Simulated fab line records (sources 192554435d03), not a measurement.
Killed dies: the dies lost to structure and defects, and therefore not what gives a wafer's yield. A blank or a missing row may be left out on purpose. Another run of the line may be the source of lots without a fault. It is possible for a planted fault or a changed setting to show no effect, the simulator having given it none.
Which tool did it? ; flow n5 finfet ; 24 lots, 72 wafers sampled, at 6 steps of a route of 1938

WHAT THE GAUGES SHOWED, per wafer
N5_BEOL_M6_INSPECT_58: inspects for defects (darkfield). Usual: raw defect count at 77, with a standard deviation of 24.
lot;measured;on;raw defect count;flag
L074;day 9 02:59;defect inspect-01;53 46 33;
L075;day 9 19:32;defect inspect-02;75 164 168;
L076;day 10 16:54;defect inspect-01;85 63 110;
L079;day 10 18:04;defect inspect-02;62 76 94;
L077;day 10 18:29;defect inspect-02;70 40 67;
L078;day 11 12:31;defect inspect-02;74 85 51;
L082;day 11 20:26;defect inspect-01;75 63 61;
L081;day 11 20:57;defect inspect-02;42 56 56;
L080;day 11 21:35;defect inspect-01;86 50 114;
L084;day 12 05:43;defect inspect-02;59 72 66;
L083;day 12 05:59;defect inspect-01;86 109 78;
L087;day 12 06:47;defect inspect-02;99 70 74;
L085;day 12 11:18;defect inspect-02;83 72 83;
L086;day 12 21:40;defect inspect-01;87 80 127;
L088;day 13 12:36;defect inspect-02;86 106 100;
L091;day 13 19:15;defect inspect-02;55 72 74;
L089;day 13 19:33;defect inspect-01;66 46 58;
L092;day 14 19:49;defect inspect-01;77 70 79;
L094;day 14 20:30;defect inspect-02;114 113 112;
L093;day 15 01:59;defect inspect-02;120 95 44;
L090;day 15 02:31;defect inspect-01;90 66 53;
L095;day 15 02:32;defect inspect-02;69 52 59;
L096;day 15 13:14;defect inspect-02;52 55 74;
L097;day 16 03:53;defect inspect-01;62 95 82;

N5_BEOL_M7_OCD_MEAS_38. Usual: trench depth nm at 93.4 nm, with a standard deviation of 1.9.
lot;measured;on;trench depth nm (nm);flag
L074;day 9 07:59;ocd-02;95.7 94.4 94.7;
L075;day 10 00:44;ocd-01;95.9 93.0 93.3;
L076;day 10 20:08;ocd-01;91.3 91.0 92.5;
L079;day 10 23:59;ocd-01;91.4 91.9 96.1;
L077;day 10 23:55;ocd-02;92.8 92.9 94.1;
L078;day 11 16:31;ocd-01;94.2 93.5 91.3;
L082;day 12 03:13;ocd-02;91.7 95.9 91.8;
L081;day 12 02:52;ocd-02;91.6 91.0 92.7;
L080;day 12 03:14;ocd-02;91.2 92.5 94.3;
L084;day 12 08:48;ocd-01;95.9 92.3 94.9;
L083;day 12 09:12;ocd-02;95.9 97.0 95.2;
L087;day 12 12:05;ocd-02;93.5 91.6 96.7;
L085;day 12 15:34;ocd-01;91.7 94.9 93.1;
L086;day 13 09:34;ocd-01;96.5 95.0 93.4;
L088;day 13 18:04;ocd-02;92.5 91.8 94.7;
L091;day 14 02:08;ocd-02;92.8 94.7 95.3;
L089;day 14 02:03;ocd-01;91.9 91.4 91.3;
L092;day 14 23:23;ocd-02;94.4 90.8 91.6;
L094;day 15 02:01;ocd-01;93.0 91.4 90.6;
L093;day 15 10:34;ocd-01;94.4 91.5 91.5;
L090;day 15 10:37;ocd-01;92.0 92.4 97.2;
L095;day 15 10:58;ocd-01;91.6 90.8 95.0;
L096;day 15 21:44;ocd-02;91.6 97.0 97.1;
L097;day 16 07:41;ocd-02;92.7 95.1 92.2;

N5_BEOL_M8_THK_MEAS_01. Usual: for M8_ILD_THK the level is 155.7 nm and the standard deviation is 2.2.
lot;measured;on;M8_ILD_THK (nm);flag
L074;day 9 11:38;film metro-01;155.3 158.9 155.4;
L075;day 10 05:23;film metro-02;154.6 152.6 159.0;
L076;day 11 01:08;film metro-01;153.4 153.0 156.1;
L079;day 11 04:01;film metro-02;154.6 152.5 154.5;
L077;day 11 03:18;film metro-02;154.3 156.6 154.6;
L078;day 11 21:44;film metro-02;156.0 158.5 158.0;
L082;day 12 08:41;film metro-01;154.7 154.5 154.2;
L081;day 12 07:14;film metro-01;156.0 156.7 155.9;
L080;day 12 08:57;film metro-02;153.9 156.1 157.4;
L084;day 12 12:46;film metro-01;160.7 158.8 160.7;
L083;day 12 13:56;film metro-01;158.0 157.3 158.8;
L087;day 12 15:47;film metro-01;161.0 157.8 155.7;
L085;day 12 19:03;film metro-02;151.6 159.4 157.3;
L086;day 13 13:37;film metro-02;154.2 158.7 157.1;
L088;day 13 22:34;film metro-01;153.7 153.4 155.5;
L091;day 14 05:41;film metro-01;155.5 153.4 156.3;
L089;day 14 05:12;film metro-02;152.8 157.0 155.7;
L092;day 15 03:05;film metro-02;154.0 152.5 153.4;
L094;day 15 06:45;film metro-02;151.1 154.6 153.7;
L093;day 15 14:04;film metro-01;153.3 153.5 157.7;
L090;day 15 15:37;film metro-02;153.5 155.7 154.8;
L095;day 15 15:39;film metro-02;151.2 159.0 154.2;
L096;day 16 01:23;film metro-02;158.3 154.0 159.5;
L097;day 16 10:55;film metro-02;154.8 157.8 155.1;

TOOL THAT RAN EACH LOT (tool first, then ch and the chambers of the sampled wafers, then the start)
lot;N5_BEOL_M7_PECVD_70;N5_BEOL_M7_DEP_56;N5_BEOL_M8_CURE_74
L074;pecvd-03 ch 0,2, day 9 03:38;pecvd-01 ch 0,1,2, day 9 10:40;uv cure-02 ch 2, day 9 11:08
L075;pecvd-02 ch 0,1,2, day 9 20:11;pecvd-01 ch 0,2, day 10 04:40;uv cure-02 ch 0, day 10 04:56
L076;pecvd-02 ch 0,1,2, day 10 17:33;pecvd-02 ch 0,1, day 11 00:26;uv cure-01 ch 1, day 11 00:38
L079;pecvd-02 ch 0,1,2, day 10 18:44;pecvd-03 ch 0,1,2, day 11 03:20;uv cure-03 ch 2, day 11 03:45
L077;pecvd-03 ch 0,1, day 10 19:29;pecvd-03 ch 0,1,2, day 11 02:35;uv cure-03 ch 0, day 11 02:57
L078;pecvd-03 ch 0,1, day 11 13:12;pecvd-01 ch 0,1,2, day 11 21:02;uv cure-02 ch 0, day 11 21:14
L082;pecvd-02 ch 0,1,2, day 11 21:08;pecvd-02 ch 1,2, day 12 07:58;uv cure-01 ch 2, day 12 08:10
L081;pecvd-03 ch 0,1, day 11 21:36;pecvd-01 ch 0,1, day 12 06:25;uv cure-01 ch 1, day 12 06:49
L080;pecvd-03 ch 0,1,2, day 11 22:14;pecvd-01 ch 1,2, day 12 08:14;uv cure-03 ch 0, day 12 08:26
L084;pecvd-03 ch 0,1,2, day 12 06:23;pecvd-03 ch 0,1,2, day 12 12:04;uv cure-03 ch 1, day 12 12:29
L083;pecvd-02 ch 0,1,2, day 12 06:38;pecvd-03 ch 0,1, day 12 13:14;uv cure-02 ch 1, day 12 13:25
L087;pecvd-02 ch 0,1,2, day 12 07:27;pecvd-03 ch 0,1,2, day 12 15:05;uv cure-03 ch 2, day 12 15:30
L085;pecvd-01 ch 0,1,2, day 12 11:57;pecvd-02 ch 0,2, day 12 18:20;uv cure-02 ch 2, day 12 18:37
L086;pecvd-03 ch 1,2, day 12 22:19;pecvd-02 ch 0,1, day 13 12:15;uv cure-03 ch 2, day 13 13:11
L088;pecvd-01 ch 0,1,2, day 13 13:55;pecvd-02 ch 0,1, day 13 21:52;uv cure-01 ch 0, day 13 22:03
L091;pecvd-02 ch 0,2, day 13 19:54;pecvd-01 ch 1,2, day 14 04:35;uv cure-02 ch 0, day 14 05:15
L089;pecvd-03 ch 0,1,2, day 13 20:12;pecvd-01 ch 0,1, day 14 04:21;uv cure-02 ch 2, day 14 04:41
L092;pecvd-01 ch 0,1,2, day 14 20:28;pecvd-03 ch 0,1,2, day 15 01:55;uv cure-01 ch 1, day 15 02:06
L094;pecvd-02 ch 1,2, day 14 21:38;pecvd-01 ch 0,1,2, day 15 05:32;uv cure-02 ch 1, day 15 05:55
L093;pecvd-01 ch 0,1, day 15 02:38;pecvd-03 ch 0,1, day 15 13:11;uv cure-03 ch 2, day 15 13:38
L090;pecvd-03 ch 0,1, day 15 03:10;pecvd-02 ch 0,2, day 15 14:49;uv cure-01 ch 1, day 15 15:07
L095;pecvd-02 ch 1,2, day 15 03:11;pecvd-03 ch 1,2, day 15 14:56;uv cure-03 ch 0, day 15 15:08
L096;pecvd-03 ch 0,2, day 15 13:56;pecvd-02 ch 0,2, day 16 00:40;uv cure-03 ch 1, day 16 00:53
L097;pecvd-02 ch 0,2, day 16 04:34;pecvd-03 ch 0,1, day 16 10:07;uv cure-01 ch 1, day 16 10:34
- N5_BEOL_M7_PECVD_70: deposits SiO2 from TEOS/O2, target thk 20 nm, time 22.7 s.
- N5_BEOL_M7_DEP_56: deposits SiCN from 3MS/NH3, target thk 10 nm, time 17.5 s.
- N5_BEOL_M8_CURE_74: cures SiCOH lowk, time 240 s.

WHAT THE TOOLS THEMSELVES READ (means of the sampled wafers that have a number; where no wafer has one, the mark that the record gives instead)
N5_BEOL_M7_PECVD_70. Usual: heater power w 744 W, standard deviation 92; showerhead plenum p Torr 8.80 Torr, standard deviation 0.075; throttle valve pct 22.6 %, standard deviation 1.1.
lot;tool;heater power w (W);showerhead plenum p Torr (Torr);throttle valve pct (%);flag
L074;pecvd-03;790;8.89;22.6;
L075;pecvd-02;737;8.83;22.2;
L076;pecvd-02;727;8.83;22.1;
L079;pecvd-02;804;8.84;22.3;
L077;pecvd-03;715;8.82;23.6;
L078;pecvd-03;734;8.81;24.0;
L082;pecvd-02;764;8.83;22.4;
L081;pecvd-03;672;8.83;23.8;
L080;pecvd-03;749;8.81;22.6;
L084;pecvd-03;735;8.82;22.6;
L083;pecvd-02;749;8.84;22.4;
L087;pecvd-02;750;8.84;22.4;
L085;pecvd-01;706;8.73;22.6;
L086;pecvd-03;693;8.73;22.6;
L088;pecvd-01;684;8.72;22.6;
L091;pecvd-02;790;8.84;22.3;
L089;pecvd-03;759;8.80;22.6;
L092;pecvd-01;722;8.74;22.7;
L094;pecvd-02;714;8.80;22.4;
L093;pecvd-01;610;8.74;22.8;
L090;pecvd-03;725;8.74;23.7;
L095;pecvd-02;821;8.81;22.5;
L096;pecvd-03;841;8.85;21.7;
L097;pecvd-02;743;8.82;22.5;

N5_BEOL_M7_DEP_56. Usual: showerhead plenum p Torr 3.666 Torr, standard deviation 0.016; throttle valve pct 9.1 %, standard deviation 0.45.
lot;tool;showerhead plenum p Torr (Torr);throttle valve pct (%);flag
L074;pecvd-01;3.651;9.1;
L075;pecvd-01;3.659;9.0;
L076;pecvd-02;3.683;9.1;
L079;pecvd-03;3.664;9.3;
L077;pecvd-03;3.671;9.1;
L078;pecvd-01;3.655;9.0;
L082;pecvd-02;3.677;9.1;
L081;pecvd-01;3.658;9.1;
L080;pecvd-01;3.649;9.1;
L084;pecvd-03;3.670;9.1;
L083;pecvd-03;3.674;9.6;
L087;pecvd-03;3.666;9.2;
L085;pecvd-02;3.675;9.1;
L086;pecvd-02;3.681;9.1;
L088;pecvd-02;3.679;9.1;
L091;pecvd-01;3.652;9.2;
L089;pecvd-01;3.654;9.2;
L092;pecvd-03;3.669;9.3;
L094;pecvd-01;3.650;9.1;
L093;pecvd-03;3.658;9.7;
L090;pecvd-02;3.680;9.1;
L095;pecvd-03;3.663;8.6;
L096;pecvd-02;3.682;9.0;
L097;pecvd-03;3.676;9.8;

N5_BEOL_M8_CURE_74. Usual: lamp power pct 52.31 %, standard deviation 0.057; wafer_temp_C_max 386.8, standard deviation 0.68.
lot;tool;lamp power pct (%);wafer_temp_C_max;flag
L074;uv cure-02;52.38;385.9;
L075;uv cure-02;52.29;386.3;
L076;uv cure-01;52.31;386.3;
L079;uv cure-03;52.34;387.3;
L077;uv cure-03;52.29;387.7;
L078;uv cure-02;52.35;386.7;
L082;uv cure-01;52.33;386.6;
L081;uv cure-01;52.32;386.4;
L080;uv cure-03;52.33;387.3;
L084;uv cure-03;52.29;386.5;
L083;uv cure-02;52.37;386.5;
L087;uv cure-03;52.26;387.2;
L085;uv cure-02;52.31;386.1;
L086;uv cure-03;52.34;387.5;
L088;uv cure-01;52.26;386.7;
L091;uv cure-02;52.36;386.6;
L089;uv cure-02;52.27;386.0;
L092;uv cure-01;52.35;386.6;
L094;uv cure-02;52.31;387.5;
L093;uv cure-03;52.32;387.6;
L090;uv cure-01;52.24;386.5;
L095;uv cure-03;52.26;388.1;
L096;uv cure-03;52.31;386.1;
L097;uv cure-01;52.30;386.2;

THE ANSWER, worked out from the rows above alone
Rule: lot off if the mean of its wafers having a number is beyond 3 standard deviations from the usual mean. A lot without any number at a reading at which 4 lots or more have one is off too. Where the step has rows for the other lots, those lots are counted as sound. Order of review: gauges by route order, followed by the tools' own readings, for which a lot's mean as printed above is used. At the first step where some lot is off, the reading lying furthest off is the one used; lots without a number count as furthest.
No lot is off on any of the readings shown, so nothing can be concluded from this.

WHAT THE SIMULATOR HAD INSERTED
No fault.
